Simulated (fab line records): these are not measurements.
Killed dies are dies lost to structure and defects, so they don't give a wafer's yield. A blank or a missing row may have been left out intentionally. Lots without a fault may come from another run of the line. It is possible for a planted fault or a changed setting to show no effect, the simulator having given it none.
fab line records / flow n5Finfet
[record] lots = 7 wafers = 21 lastDay = 17
route steps=1938 shown START@1 ZERO_LAYER@2 BEOL_M4@1111
lots untouched by any fault: they come from a run of this same line in which no faults occurred
startH: start of the lot's first displayed wafer, in hours after the record's first day / waitH: how many hours have passed since the lot's step before this one / " as in the row above / L1.1+2: one row covering several wafers at once / - value missing, or start not given / * or withheld: withheld / < > ~ a bound
route shown NAME@n: NAME is a module with steps in the file, n the number in the route of the first one / usual: mean/standard deviation of fault-free wafers / same: alike in all rows / chamber/n: place in a boat / sites: each site's reading / _std_site: the standard deviation of these / _edge_site: mean of outer sites minus mean of inner sites / radiusMm: for every site, how far away it sits from the centre of the wafer / mask NAME#n: copy n / behind: the most recent tool/chamber to have shaped the wafer / hold: the reason the lot was held/the length of the hold in hours/how it ended / device: whichever transistor did not switch (one of n, p or np) / end of line: tests of these same wafers at the route's end / step lacking rows: just its recipe / killed: count of dies lost to structure and defects at first sort (not the wafer's yield) / map: per-die view of a wafer (x killed, . not killed, _ where there is no die)
set.NAME: the setting as run; set.NAME@STEP: as run at that earlier step / model.NAME: the simulator's own value behind a step, which no gauge read
certain route steps with their lots: each step a table, each wafer a row
services: when a tool's chamber went out of use (startH, in hours from the record's first day, below 0 if earlier), for how many hours, and the reason
[[steps]]
[step N5_START_INSPECT_01]
[recipe] inspectInstrument = unpatternedScan mode = incoming
[usual] rawDefectCount = 6.6/2.6
lot.wafer=L194.1 tool=defectInspect-02 chamber=- startH=36.03 waitH=- rawDefectCount=5
lot.wafer=L194.2 tool=defectInspect-02 chamber=- startH=36.03 waitH=- rawDefectCount=7
lot.wafer=L194.6 tool=defectInspect-02 chamber=- startH=36.03 waitH=- rawDefectCount=7
lot.wafer=L195.2 tool=defectInspect-02 chamber=- startH=42.03 waitH=- rawDefectCount=12
lot.wafer=L195.5 tool=defectInspect-02 chamber=- startH=42.03 waitH=- rawDefectCount=6
lot.wafer=L195.6 tool=defectInspect-02 chamber=- startH=42.03 waitH=- rawDefectCount=5
lot.wafer=L196.1 tool=defectInspect-02 chamber=- startH=48.03 waitH=- rawDefectCount=7
lot.wafer=L196.3 tool=defectInspect-02 chamber=- startH=48.03 waitH=- rawDefectCount=13
lot.wafer=L196.4 tool=defectInspect-02 chamber=- startH=48.03 waitH=- rawDefectCount=6
lot.wafer=L197.2 tool=defectInspect-02 chamber=- startH=54.03 waitH=- rawDefectCount=13
lot.wafer=L197.5 tool=defectInspect-02 chamber=- startH=54.03 waitH=- rawDefectCount=7
lot.wafer=L197.6 tool=defectInspect-02 chamber=- startH=54.03 waitH=- rawDefectCount=3
lot.wafer=L204.3 tool=defectInspect-01 chamber=- startH=96.03 waitH=- rawDefectCount=5
lot.wafer=L204.4 tool=defectInspect-01 chamber=- startH=96.03 waitH=- rawDefectCount=3
lot.wafer=L204.6 tool=defectInspect-01 chamber=- startH=96.03 waitH=- rawDefectCount=9
lot.wafer=L210.1 tool=defectInspect-01 chamber=- startH=132.03 waitH=- rawDefectCount=7
lot.wafer=L210.4 tool=defectInspect-01 chamber=- startH=132.03 waitH=- rawDefectCount=10
lot.wafer=L210.6 tool=defectInspect-01 chamber=- startH=132.03 waitH=- rawDefectCount=6
lot.wafer=L213.1 tool=defectInspect-02 chamber=- startH=150.03 waitH=- rawDefectCount=4
lot.wafer=L213.2 tool=defectInspect-02 chamber=- startH=150.03 waitH=- rawDefectCount=7
lot.wafer=L213.4 tool=defectInspect-02 chamber=- startH=150.03 waitH=- rawDefectCount=7
[step N5_ZERO_LAYER_PRECLEAN_00]
[recipe] chemistry = SPM timeS = 600 tempC = 120 mix = 4:1
[step N5_ZERO_LAYER_SRD_01]
[recipe] timeS = 30 tempC = 23 rinseLiquid = diw dry = n2Spin spinRpm = 1500 dryTimeS = 30
[step N5_ZERO_LAYER_PECVD_02]
[recipe] material = SiO2 targetThkA = 100 tempC = 400 precursor = SiH4/N2O pressureTorr = 0.75 rfW = 275 timeS = 6
[usual] heaterPowerW = 849/66 showerheadPlenumPTorr = 8.12/0.073 showerheadVppV = 1002/68
[same] timeS = 6
lot.wafer=L194.1 tool=pecvd-03 chamber=0 startH=36.47 waitH=0.0 heaterPowerW=920 showerheadPlenumPTorr=8.07 showerheadVppV=1030
lot.wafer=L194.2 tool=pecvd-03 chamber=1 startH=36.47 waitH=0.0 heaterPowerW=809 showerheadPlenumPTorr=8.14 showerheadVppV=926
lot.wafer=L194.6 tool=pecvd-03 chamber=1 startH=36.47 waitH=0.0 heaterPowerW=805 showerheadPlenumPTorr=8.14 showerheadVppV=902
lot.wafer=L195.2 tool=pecvd-01 chamber=1 startH=42.28 waitH=0.0 heaterPowerW=860 showerheadPlenumPTorr=7.97 showerheadVppV=1049
lot.wafer=L195.5 tool=pecvd-01 chamber=2 startH=42.28 waitH=0.0 heaterPowerW=922 showerheadPlenumPTorr=8.27 showerheadVppV=997
lot.wafer=L195.6 tool=pecvd-01 chamber=1 startH=42.28 waitH=0.0 heaterPowerW=876 showerheadPlenumPTorr=7.96 showerheadVppV=1037
lot.wafer=L196.1 tool=pecvd-01 chamber=1 startH=48.30 waitH=0.0 heaterPowerW=932 showerheadPlenumPTorr=7.97 showerheadVppV=1037
lot.wafer=L196.3 tool=pecvd-01 chamber=2 startH=48.30 waitH=0.0 heaterPowerW=905 showerheadPlenumPTorr=8.26 showerheadVppV=982
lot.wafer=L196.4 tool=pecvd-01 chamber=2 startH=48.30 waitH=0.0 heaterPowerW=889 showerheadPlenumPTorr=8.27 showerheadVppV=985
lot.wafer=L197.2 tool=pecvd-04 chamber=1 startH=54.28 waitH=0.0 heaterPowerW=833 showerheadPlenumPTorr=8.17 showerheadVppV=932
lot.wafer=L197.5 tool=pecvd-04 chamber=0 startH=54.28 waitH=0.0 heaterPowerW=729 showerheadPlenumPTorr=8.06 showerheadVppV=1129
lot.wafer=L197.6 tool=pecvd-04 chamber=2 startH=54.28 waitH=0.0 heaterPowerW=772 showerheadPlenumPTorr=8.07 showerheadVppV=997
lot.wafer=L204.3 tool=pecvd-03 chamber=1 startH=96.28 waitH=0.0 heaterPowerW=881 showerheadPlenumPTorr=8.14 showerheadVppV=895
lot.wafer=L204.4 tool=pecvd-03 chamber=1 startH=96.28 waitH=0.0 heaterPowerW=891 showerheadPlenumPTorr=8.13 showerheadVppV=901
lot.wafer=L204.6 tool=pecvd-03 chamber=0 startH=96.28 waitH=0.0 heaterPowerW=952 showerheadPlenumPTorr=8.08 showerheadVppV=1022
lot.wafer=L210.1 tool=pecvd-03 chamber=1 startH=132.28 waitH=0.0 heaterPowerW=890 showerheadPlenumPTorr=8.13 showerheadVppV=893
lot.wafer=L210.4 tool=pecvd-03 chamber=0 startH=132.28 waitH=0.0 heaterPowerW=932 showerheadPlenumPTorr=8.07 showerheadVppV=999
lot.wafer=L210.6 tool=pecvd-03 chamber=1 startH=132.28 waitH=0.0 heaterPowerW=923 showerheadPlenumPTorr=8.13 showerheadVppV=908
lot.wafer=L213.1 tool=pecvd-03 chamber=2 startH=150.28 waitH=0.0 heaterPowerW=957 showerheadPlenumPTorr=8.14 showerheadVppV=1086
lot.wafer=L213.2 tool=pecvd-03 chamber=1 startH=150.28 waitH=0.0 heaterPowerW=766 showerheadPlenumPTorr=8.11 showerheadVppV=913
lot.wafer=L213.4 tool=pecvd-03 chamber=2 startH=150.28 waitH=0.0 heaterPowerW=958 showerheadPlenumPTorr=8.12 showerheadVppV=1103
[step N5_ZERO_LAYER_HMDS_04]
[recipe] timeS = 60 tempC = 120
[step N5_ZERO_LAYER_COAT_05]
[recipe] spinRpm = 1500 resistThkNm = 1000
[step N5_ZERO_LAYER_EBR_07]
[recipe] solvent = PGMEA ebrWidthMm = 1.5
[step N5_ZERO_LAYER_SOFTBAKE_06]
[recipe] tempC = 100 timeS = 90
[step N5_ZERO_LAYER_EXPOSE_08]
[recipe] maskId = ZERO na = 0.55 sourceShape = conventional sigmaOuter = 0.8 polarization = unpolarized defocusNm = 0 targetCdNm = 2000 doseMj = 16.2
lot.wafer=L194.1+2+6 tool=krfScanner-01 chamber=0 startH=36.67 waitH=- mask=ZERO#0 model.ZERO_LAYER.overlayXNm=-0.6135
lot.wafer=L195.2+5+6 tool=krfScanner-01 chamber=0 startH=42.47 waitH=- mask=ZERO#0 model.ZERO_LAYER.overlayXNm=403.4
lot.wafer=L196.1+3+4 tool=krfScanner-01 chamber=0 startH=48.48 waitH=- mask=ZERO#0 model.ZERO_LAYER.overlayXNm=406
lot.wafer=L197.2+5+6 tool=krfScanner-01 chamber=0 startH=54.47 waitH=- mask=ZERO#0 model.ZERO_LAYER.overlayXNm=397.2
lot.wafer=L204.3+4+6 tool=krfScanner-02 chamber=0 startH=96.48 waitH=- mask=ZERO#0 model.ZERO_LAYER.overlayXNm=-1.057
lot.wafer=L210.1+4+6 tool=krfScanner-02 chamber=0 startH=132.50 waitH=- mask=ZERO#0 model.ZERO_LAYER.overlayXNm=-1.166
lot.wafer=L213.1+2+4 tool=krfScanner-02 chamber=0 startH=150.46 waitH=- mask=ZERO#0 model.ZERO_LAYER.overlayXNm=-4.546
[step N5_ZERO_LAYER_PEB_09]
[recipe] pebTempC = withheld pebTimeS = *
[step N5_BEOL_M4_RC_MEAS_101]
[usual] DIBL_N = 36.1/1.6 DIBL_P = 35.8/2.1 IOFF_N = 0.16/0.031 IOFF_P = 0.21/0.034 ION_N = 673/12 ION_P = 461/7.2 SS_N = 71.4/0.59 SS_P = 73.3/0.63 VT_N = 250/3.1 VT_P = -250/3.3
lot.wafer=L194.1 tool=prober-02 chamber=0 startH=200.75 waitH=0.0 DIBL_N[mV/V]=35.2 DIBL_P[mV/V]=36.3 IOFF_N[nA/um]=0.16 IOFF_P[nA/um]=0.21 ION_N[uA/um]=680 ION_P[uA/um]=465 SS_N[mV/dec]=71.5 SS_P[mV/dec]=73.5 VT_N[mV]=250 VT_P[mV]=-252
lot.wafer=L194.2 tool=prober-02 chamber=0 startH=200.75 waitH=0.0 DIBL_N[mV/V]=35.7 DIBL_P[mV/V]=36.7 IOFF_N[nA/um]=0.17 IOFF_P[nA/um]=0.20 ION_N[uA/um]=670 ION_P[uA/um]=459 SS_N[mV/dec]=70.6 SS_P[mV/dec]=74.7 VT_N[mV]=251 VT_P[mV]=-250
lot.wafer=L194.6 tool=prober-02 chamber=0 startH=200.75 waitH=0.0 DIBL_N[mV/V]=37.3 DIBL_P[mV/V]=38.2 IOFF_N[nA/um]=0.19 IOFF_P[nA/um]=0.22 ION_N[uA/um]=686 ION_P[uA/um]=461 SS_N[mV/dec]=72.3 SS_P[mV/dec]=74.0 VT_N[mV]=247 VT_P[mV]=-248
lot.wafer=L195.2 tool=prober-01 chamber=0 startH=203.01 waitH=0.2 DIBL_N[mV/V]=38.2 DIBL_P[mV/V]=37.8 IOFF_N[nA/um]=0.18 IOFF_P[nA/um]=0.23 ION_N[uA/um]=680 ION_P[uA/um]=463 SS_N[mV/dec]=72.2 SS_P[mV/dec]=73.3 VT_N[mV]=251 VT_P[mV]=-249
lot.wafer=L195.5 tool=prober-01 chamber=0 startH=203.01 waitH=0.2 DIBL_N[mV/V]=40.0 DIBL_P[mV/V]=41.0 IOFF_N[nA/um]=0.21 IOFF_P[nA/um]=0.29 ION_N[uA/um]=679 ION_P[uA/um]=465 SS_N[mV/dec]=72.3 SS_P[mV/dec]=74.3 VT_N[mV]=247 VT_P[mV]=-246
lot.wafer=L195.6 tool=prober-01 chamber=0 startH=203.01 waitH=0.2 DIBL_N[mV/V]=39.5 DIBL_P[mV/V]=39.4 IOFF_N[nA/um]=0.21 IOFF_P[nA/um]=0.25 ION_N[uA/um]=690 ION_P[uA/um]=462 SS_N[mV/dec]=72.2 SS_P[mV/dec]=73.2 VT_N[mV]=246 VT_P[mV]=-247
lot.wafer=L196.1 tool=prober-01 chamber=0 startH=210.18 waitH=0.0 DIBL_N[mV/V]=33.8 DIBL_P[mV/V]=33.7 IOFF_N[nA/um]=0.11 IOFF_P[nA/um]=0.16 ION_N[uA/um]=644 ION_P[uA/um]=443 SS_N[mV/dec]=71.2 SS_P[mV/dec]=73.1 VT_N[mV]=253 VT_P[mV]=-253
lot.wafer=L196.3 tool=prober-01 chamber=0 startH=210.18 waitH=0.0 DIBL_N[mV/V]=35.4 DIBL_P[mV/V]=34.8 IOFF_N[nA/um]=0.14 IOFF_P[nA/um]=0.17 ION_N[uA/um]=656 ION_P[uA/um]=450 SS_N[mV/dec]=70.8 SS_P[mV/dec]=73.2 VT_N[mV]=250 VT_P[mV]=-255
lot.wafer=L196.4 tool=prober-01 chamber=0 startH=210.18 waitH=0.0 DIBL_N[mV/V]=35.0 DIBL_P[mV/V]=34.2 IOFF_N[nA/um]=0.14 IOFF_P[nA/um]=0.16 ION_N[uA/um]=660 ION_P[uA/um]=444 SS_N[mV/dec]=71.4 SS_P[mV/dec]=73.6 VT_N[mV]=253 VT_P[mV]=-257
lot.wafer=L197.2 tool=prober-01 chamber=0 startH=215.25 waitH=0.2 DIBL_N[mV/V]=34.8 DIBL_P[mV/V]=33.4 IOFF_N[nA/um]=0.13 IOFF_P[nA/um]=0.20 ION_N[uA/um]=667 ION_P[uA/um]=463 SS_N[mV/dec]=71.3 SS_P[mV/dec]=72.9 VT_N[mV]=250 VT_P[mV]=-247
lot.wafer=L197.5 tool=prober-01 chamber=0 startH=215.25 waitH=0.2 DIBL_N[mV/V]=34.0 DIBL_P[mV/V]=33.0 IOFF_N[nA/um]=0.12 IOFF_P[nA/um]=0.19 ION_N[uA/um]=668 ION_P[uA/um]=463 SS_N[mV/dec]=71.0 SS_P[mV/dec]=73.3 VT_N[mV]=251 VT_P[mV]=-250
lot.wafer=L197.6 tool=prober-01 chamber=0 startH=215.25 waitH=0.2 DIBL_N[mV/V]=36.1 DIBL_P[mV/V]=33.9 IOFF_N[nA/um]=0.15 IOFF_P[nA/um]=0.21 ION_N[uA/um]=686 ION_P[uA/um]=467 SS_N[mV/dec]=71.6 SS_P[mV/dec]=73.0 VT_N[mV]=249 VT_P[mV]=-247
lot.wafer=L204.3 tool=prober-02 chamber=0 startH=254.15 waitH=0.3 DIBL_N[mV/V]=33.5 DIBL_P[mV/V]=33.2 IOFF_N[nA/um]=0.13 IOFF_P[nA/um]=0.17 ION_N[uA/um]=668 ION_P[uA/um]=463 SS_N[mV/dec]=70.3 SS_P[mV/dec]=72.5 VT_N[mV]=250 VT_P[mV]=-252
lot.wafer=L204.4 tool=prober-02 chamber=0 startH=254.15 waitH=0.3 DIBL_N[mV/V]=36.6 DIBL_P[mV/V]=36.0 IOFF_N[nA/um]=0.18 IOFF_P[nA/um]=0.20 ION_N[uA/um]=687 ION_P[uA/um]=461 SS_N[mV/dec]=72.0 SS_P[mV/dec]=73.0 VT_N[mV]=246 VT_P[mV]=-254
lot.wafer=L204.6 tool=prober-02 chamber=0 startH=254.15 waitH=0.3 DIBL_N[mV/V]=33.2 DIBL_P[mV/V]=32.4 IOFF_N[nA/um]=0.12 IOFF_P[nA/um]=0.15 ION_N[uA/um]=671 ION_P[uA/um]=460 SS_N[mV/dec]=70.5 SS_P[mV/dec]=72.3 VT_N[mV]=253 VT_P[mV]=-254
lot.wafer=L210.1 tool=prober-02 chamber=0 startH=295.03 waitH=0.0 DIBL_N[mV/V]=36.1 DIBL_P[mV/V]=36.2 IOFF_N[nA/um]=0.17 IOFF_P[nA/um]=0.25 ION_N[uA/um]=675 ION_P[uA/um]=465 SS_N[mV/dec]=72.4 SS_P[mV/dec]=74.2 VT_N[mV]=247 VT_P[mV]=-245
lot.wafer=L210.4 tool=prober-02 chamber=0 startH=295.03 waitH=0.0 DIBL_N[mV/V]=35.5 DIBL_P[mV/V]=35.8 IOFF_N[nA/um]=0.16 IOFF_P[nA/um]=0.23 ION_N[uA/um]=671 ION_P[uA/um]=468 SS_N[mV/dec]=71.3 SS_P[mV/dec]=74.2 VT_N[mV]=248 VT_P[mV]=-247
lot.wafer=L210.6 tool=prober-02 chamber=0 startH=295.03 waitH=0.0 DIBL_N[mV/V]=36.2 DIBL_P[mV/V]=37.0 IOFF_N[nA/um]=0.16 IOFF_P[nA/um]=0.25 ION_N[uA/um]=672 ION_P[uA/um]=470 SS_N[mV/dec]=71.8 SS_P[mV/dec]=73.3 VT_N[mV]=250 VT_P[mV]=-246
lot.wafer=L213.1 tool=prober-02 chamber=0 startH=310.03 waitH=0.0 DIBL_N[mV/V]=31.9 DIBL_P[mV/V]=32.8 IOFF_N[nA/um]=0.13 IOFF_P[nA/um]=0.16 ION_N[uA/um]=671 ION_P[uA/um]=454 SS_N[mV/dec]=70.8 SS_P[mV/dec]=72.9 VT_N[mV]=252 VT_P[mV]=-254
lot.wafer=L213.2 tool=prober-02 chamber=0 startH=310.03 waitH=0.0 DIBL_N[mV/V]=35.8 DIBL_P[mV/V]=37.0 IOFF_N[nA/um]=0.17 IOFF_P[nA/um]=0.21 ION_N[uA/um]=682 ION_P[uA/um]=467 SS_N[mV/dec]=71.5 SS_P[mV/dec]=73.8 VT_N[mV]=249 VT_P[mV]=-247
lot.wafer=L213.4 tool=prober-02 chamber=0 startH=310.03 waitH=0.0 DIBL_N[mV/V]=36.3 DIBL_P[mV/V]=36.9 IOFF_N[nA/um]=0.19 IOFF_P[nA/um]=0.21 ION_N[uA/um]=677 ION_P[uA/um]=462 SS_N[mV/dec]=72.1 SS_P[mV/dec]=74.2 VT_N[mV]=245 VT_P[mV]=-249
[[services]]
tool=krfScanner-01 chamber=- startH=14.73 hours=0.8 kind=pm
tool=pecvd-03 chamber=2 startH=21.12 hours=- kind=clean
tool=pecvd-03 chamber=2 startH=21.12 hours=- kind=consumableReplace:showerhead
tool=pecvd-03 chamber=2 startH=21.12 hours=29.0 kind=scheduledDown
tool=pecvd-03 chamber=2 startH=21.12 hours=29.0 kind=ventCycle
tool=krfScanner-02 chamber=- startH=28.84 hours=2.5 kind=repair
tool=pecvd-01 chamber=0 startH=29.28 hours=4.6 kind=scheduledDown
tool=pecvd-04 chamber=0 startH=33.68 hours=12.9 kind=repair
tool=krfScanner-02 chamber=0 startH=41.67 hours=- kind=calibration
tool=pecvd-01 chamber=1 startH=58.75 hours=2.1 kind=scheduledDown
tool=pecvd-04 chamber=2 startH=59.34 hours=2.1 kind=scheduledDown
tool=pecvd-04 chamber=2 startH=83.32 hours=2.2 kind=repair
tool=krfScanner-02 chamber=- startH=89.32 hours=0.8 kind=pm
tool=pecvd-01 chamber=- startH=89.84 hours=28.1 kind=pm
tool=pecvd-04 chamber=2 startH=103.97 hours=5.5 kind=scheduledDown
tool=krfScanner-01 chamber=- startH=105.44 hours=1.0 kind=pm
tool=krfScanner-02 chamber=- startH=109.42 hours=1.3 kind=pm
tool=krfScanner-02 chamber=- startH=111.76 hours=0.4 kind=repair
tool=pecvd-03 chamber=2 startH=112.02 hours=2.1 kind=scheduledDown
tool=krfScanner-02 chamber=- startH=113.41 hours=1.0 kind=pm
tool=krfScanner-01 chamber=- startH=126.07 hours=5.0 kind=repair
tool=pecvd-03 chamber=2 startH=127.03 hours=15.7 kind=repair
tool=krfScanner-02 chamber=- startH=128.62 hours=1.1 kind=repair
tool=pecvd-01 chamber=0 startH=131.43 hours=10.7 kind=repair
[[key]]
firstSign none at tools or gauges
[modelEffect] step = N5_ZERO_LAYER_EXPOSE_08 value = ZERO_LAYER.overlayXNm without = 0.5185 struck = 402.2
metAt N5_ZERO_LAYER_EXPOSE_08
struckWafers L195.2,L195.5,L195.6,L196.1,L196.3,L196.4,L197.2,L197.5,L197.6
rowsEnd L196.1,L196.3,L196.4,L197.2,L197.5,L197.6
onsetBetween 36.67 42.47
[fault] kind = scannerMatchingOverlay tool = krfScanner-01 chamber = - onsetH = 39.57 steps = N5_ZERO_LAYER_EXPOSE_08 offset = 401.69
// rowsEnd: these wafers met a further fault down the route, and their rows from its step on are left out
